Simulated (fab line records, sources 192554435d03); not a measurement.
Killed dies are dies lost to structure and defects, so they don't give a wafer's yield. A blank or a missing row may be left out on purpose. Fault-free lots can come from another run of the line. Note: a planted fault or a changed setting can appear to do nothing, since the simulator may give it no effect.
Which tool was responsible?	flow n5Finfet	30 wafers from 11 lots sampled at 2 of the route's 1938 steps

## WHAT THE GAUGES SHOWED, per wafer
N5_BEOL_M14_CD_MEAS_28 targets a cd of 284.4 nm.
lot	measured	on	cdNm (nm)
L406	day 11 21:15	cdSem-03	283.0 283.3 286.5
L404	day 11 22:55	cdSem-01	281.8 283.6 284.9
L405	day 12 00:15	cdSem-03	285.5 285.1 283.2
L407	day 12 12:49	cdSem-02	283.7 285.4 285.2
L408	day 13 06:14	cdSem-02	286.7 287.1 285.8
L418	day 15 10:50	cdSem-02	284.0 285.5 285.7
L416	day 15 11:28	cdSem-03	286.8 284.9 283.3
L421	day 16 23:51	cdSem-02	286.0 285.0
L423	day 17 08:38	cdSem-03	283.2 283.9
L425	day 18 08:28	cdSem-02	282.2 285.2 283.8
L426	day 18 13:57	cdSem-02	284.6 283.1

## WHAT TOOL EACH LOT RAN ON (gives the tool, then ch and the chambers of the sampled wafers, and finally the start)
lot	N5_BEOL_M14_DESCUM_15
L406	rieDiel-06 ch 0,1,2, day 11 20:22
L404	rieDiel-04 ch 0,1,2, day 11 22:09
L405	rieDiel-06 ch 1,3, day 11 22:23
L407	rieDiel-05 ch 0,2,3, day 12 11:56
L408	rieDiel-05 ch 0,1,3, day 13 05:21
L418	rieDiel-05 ch 0,2,3, day 15 09:57
L416	rieDiel-06 ch 2,3, day 15 10:34
L421	rieDiel-04 ch 0,3, day 16 22:58
L423	rieDiel-05 ch 0, day 17 07:44
L425	rieDiel-05 ch 1,3, day 18 07:34
L426	rieDiel-04 ch 0,2, day 18 13:04
- N5_BEOL_M14_DESCUM_15: chemistry O2, time 7.9 s.

## WHAT THE TOOLS THEMSELVES READ (means of the sampled wafers that have a number; where no wafer has one, the mark that the record gives instead)
N5_BEOL_M14_DESCUM_15.
lot	tool	drypumpMotorCurrentA (A)	oesProductAu (a.u.)	rfVppV (V)	showerheadPlenumPTorr (Torr)	throttleValvePct (%)
L406	rieDiel-06	5.5	0.86	242.3	2.09	20.26
L404	rieDiel-04	5.5	0.76	243.8	2.12	20.32
L405	rieDiel-06	5.9	0.75	242.1	2.07	20.61
L407	rieDiel-05	5.8	0.85	243.3	2.11	20.27
L408	rieDiel-05	5.7	0.85	243.5	2.09	20.49
L418	rieDiel-05	5.7	0.82	243.4	2.10	20.30
L416	rieDiel-06	5.7	0.79	243.7	2.15	20.51
L421	rieDiel-04	5.3	0.72	242.0	2.02	20.47
L423	rieDiel-05	6.5	0.69	240.1	1.97	20.48
L425	rieDiel-05	5.2	0.84	243.6	2.13	20.61
L426	rieDiel-04	5.3	0.74	242.8	2.08	20.49

## THE ANSWER, worked out from the rows above alone
Rule: the usual values come from the lots themselves. Put in order of their means at a reading, lots are off if they are a third of the lots or fewer, leave a main group of 4 or more, and stand apart from it by a gap of 3 or more times the standard deviation of the main group's means; of several such gaps the widest counts. If all means in a main group match to the digits the tables above print for the reading, that group is not used. Also off: a lot with no number at a reading for which 4 or more lots have one. All remaining lots with rows at the step are treated as sound. After the gauges, taken in route order, come the tools' own readings; for these a lot's mean is taken, as printed above. At the first step where some lot is off, the reading lying furthest off is the one used; lots without a number count as furthest.
None of the lots is off at any reading shown; this tells nothing.

## WHAT WAS PUT IN BY THE SIMULATOR
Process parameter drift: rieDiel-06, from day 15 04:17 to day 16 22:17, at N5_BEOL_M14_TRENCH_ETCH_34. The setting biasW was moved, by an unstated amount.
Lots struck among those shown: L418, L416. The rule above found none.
